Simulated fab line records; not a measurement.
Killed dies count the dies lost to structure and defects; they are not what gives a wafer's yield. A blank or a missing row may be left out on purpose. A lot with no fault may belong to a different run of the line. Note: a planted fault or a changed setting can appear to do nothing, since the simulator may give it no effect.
Lot-split experiment / flow n5-finfet / 7 lots, 21 wafers read, on a route of 1938 steps

== THE SPLIT ITSELF ==
At N5_BEOL_M7_ILD_DEP_00 (deposits SiCOH lowk from DEMS/porogen, target thk 179.75 nm, time 33.4 s), the setting time-s was moved away from the recipe's 33.4 s on 6 of the 21 wafers read, by -7.2% to +12.3%. For the rest of the wafers, this setting stayed at what the recipe calls for.

== THE PATH FROM SPLIT TO READING: the file shows 1 step between them ==
- N5_BEOL_M7_CURE_74: cures SiCOH lowk, time 240 s

== THE READING ==
At N5_BEOL_M7_THK_MEAS_01: M7_ILD_THK, given in nm. A value of 155.1 nm with a standard deviation of 2.2 nm is what fault-free wafers of this fab line usually give.

wafer=L079.1; tool, chamber at the split=pecvd-02, 1; time-s as run, s=33.4; against the recipe=recipe; M7_ILD_THK, nm=154.4; against lot-mates on the recipe=-
wafer=L079.3; tool, chamber at the split=pecvd-02, 0; time-s as run, s=33.4; against the recipe=recipe; M7_ILD_THK, nm=154.0; against lot-mates on the recipe=-
wafer=L079.6; tool, chamber at the split=pecvd-02, 1; time-s as run, s=35.5; against the recipe=+6.3%; M7_ILD_THK, nm=164.8; against lot-mates on the recipe=+10.6
wafer=L082.3; tool, chamber at the split=pecvd-01, 0; time-s as run, s=33.4; against the recipe=recipe; M7_ILD_THK, nm=154.4; against lot-mates on the recipe=-
wafer=L082.4; tool, chamber at the split=pecvd-01, 2; time-s as run, s=33.4; against the recipe=recipe; M7_ILD_THK, nm=154.1; against lot-mates on the recipe=-
wafer=L082.5; tool, chamber at the split=pecvd-01, 0; time-s as run, s=35.36; against the recipe=+5.9%; M7_ILD_THK, nm=168.3; against lot-mates on the recipe=+14.1
wafer=L080.1; tool, chamber at the split=pecvd-01, 2; time-s as run, s=31; against the recipe=-7.2%; M7_ILD_THK, nm=143.0; against lot-mates on the recipe=-11.5
wafer=L080.2; tool, chamber at the split=pecvd-01, 0; time-s as run, s=33.4; against the recipe=recipe; M7_ILD_THK, nm=153.3; against lot-mates on the recipe=-
wafer=L080.4; tool, chamber at the split=pecvd-01, 2; time-s as run, s=33.4; against the recipe=recipe; M7_ILD_THK, nm=155.7; against lot-mates on the recipe=-
wafer=L083.2; tool, chamber at the split=pecvd-03, 2; time-s as run, s=33.4; against the recipe=recipe; M7_ILD_THK, nm=154.9; against lot-mates on the recipe=-
wafer=L083.3; tool, chamber at the split=pecvd-03, 0; time-s as run, s=33.4; against the recipe=recipe; M7_ILD_THK, nm=153.3; against lot-mates on the recipe=-
wafer=L083.6; tool, chamber at the split=pecvd-03, 0; time-s as run, s=33.4; against the recipe=recipe; M7_ILD_THK, nm=153.6; against lot-mates on the recipe=-
wafer=L092.1; tool, chamber at the split=pecvd-02, 2; time-s as run, s=33.4; against the recipe=recipe; M7_ILD_THK, nm=153.9; against lot-mates on the recipe=-
wafer=L092.5; tool, chamber at the split=pecvd-02, 1; time-s as run, s=36.99; against the recipe=+10.7%; M7_ILD_THK, nm=170.8; against lot-mates on the recipe=+15.2
wafer=L092.6; tool, chamber at the split=pecvd-02, 2; time-s as run, s=33.4; against the recipe=recipe; M7_ILD_THK, nm=157.2; against lot-mates on the recipe=-
wafer=L090.3; tool, chamber at the split=pecvd-03, 1; time-s as run, s=33.4; against the recipe=recipe; M7_ILD_THK, nm=153.5; against lot-mates on the recipe=-
wafer=L090.5; tool, chamber at the split=pecvd-03, 0; time-s as run, s=37.51; against the recipe=+12.3%; M7_ILD_THK, nm=173.0; against lot-mates on the recipe=+17.6
wafer=L090.6; tool, chamber at the split=pecvd-03, 1; time-s as run, s=33.4; against the recipe=recipe; M7_ILD_THK, nm=157.4; against lot-mates on the recipe=-
wafer=L096.2; tool, chamber at the split=pecvd-01, 1; time-s as run, s=33.4; against the recipe=recipe; M7_ILD_THK, nm=156.0; against lot-mates on the recipe=-
wafer=L096.3; tool, chamber at the split=pecvd-01, 2; time-s as run, s=33.4; against the recipe=recipe; M7_ILD_THK, nm=153.4; against lot-mates on the recipe=-
wafer=L096.6; tool, chamber at the split=pecvd-01, 2; time-s as run, s=37.15; against the recipe=+11.2%; M7_ILD_THK, nm=172.2; against lot-mates on the recipe=+17.5

FIT RESULTS
A straight line over all 21 wafers: M7_ILD_THK changes by +1.58 nm for each +1% of time-s; r = +0.98; the points scatter about the line by 1.6 nm.
The same after taking each lot's own level away (the mean of its wafers on the recipe; 21 wafers): +1.55 nm for each +1%; r = +0.98; scatter 1.6 nm.
According to that fit, moving time-s by its largest amount changes the reading by 19 nm.
The lots' own levels span 153.93 to 155.55 nm, that is 0.7 times the standard deviation above.
The two slopes are in agreement: the lot-to-lot level therefore moves the slope only a little.
Check: for one of the wafers moved furthest among these (+12.3%), held out of the fit, the line's prediction against its lot-mates is +19.9 nm. It came out at +17.6 nm against them.

== ADDITIONAL SPLITS CARRIED BY THESE WAFERS ==
These wafers also went through other splits before the reading. Each is held against what the fit with the lots' levels taken away leaves over:
other split on the same wafers=N5_BEOL_M1_ETCH_70 bias-w; wafers away from the commonest value=6; r with M7_ILD_THK (lot level and that fit taken away)=-0.18
other split on the same wafers=N5_BEOL_M3_VIA_ETCH_34 bias-w; wafers away from the commonest value=10; r with M7_ILD_THK (lot level and that fit taken away)=-0.20
other split on the same wafers=N5_BEOL_M3_TRENCH_ETCH_37 bias-w; wafers away from the commonest value=8; r with M7_ILD_THK (lot level and that fit taken away)=-0.21
other split on the same wafers=N5_BEOL_M3_CMP_52 down-force-psi; wafers away from the commonest value=7; r with M7_ILD_THK (lot level and that fit taken away)=+0.03
other split on the same wafers=N5_BEOL_M6_ETCH_62 bias-w; wafers away from the commonest value=9; r with M7_ILD_THK (lot level and that fit taken away)=-0.15
other split on the same wafers=N5_BEOL_M6_EXPOSE_25 dose-mj; wafers away from the commonest value=9; r with M7_ILD_THK (lot level and that fit taken away)=-0.19

== THE WHOLE CHAIN: every reading that the file lists as answering this split, in the file's order ==
step=N5_BEOL_M7_ILD_DEP_00; what it does=deposits SiCOH lowk from DEMS/porogen, target thk 179.75 nm, time 33.4 s; reading=SiCOH_lowk_of_BEOL_M7_ILD_DEP_00.thk-nm (the simulator's own value, which no gauge read); change (the file's fit)=+1.79 nm for each +1% of the setting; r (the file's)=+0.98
step=N5_BEOL_M7_CURE_74; what it does=cures SiCOH lowk, time 240 s; reading=SiCOH_lowk_of_BEOL_M7_ILD_DEP_00.thk-nm (the simulator's own value, which no gauge read); change (the file's fit)=+1.56 nm for each +1% of the setting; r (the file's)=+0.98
step=N5_BEOL_M7_THK_MEAS_01; what it does=; reading=M7_ILD_THK; change (the file's fit)=+1.56 for each +1% of the setting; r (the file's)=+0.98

== THE FILE'S OWN FIT ==
M7_ILD_THK changes by +1.56 nm for each +1% of time-s, r = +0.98.
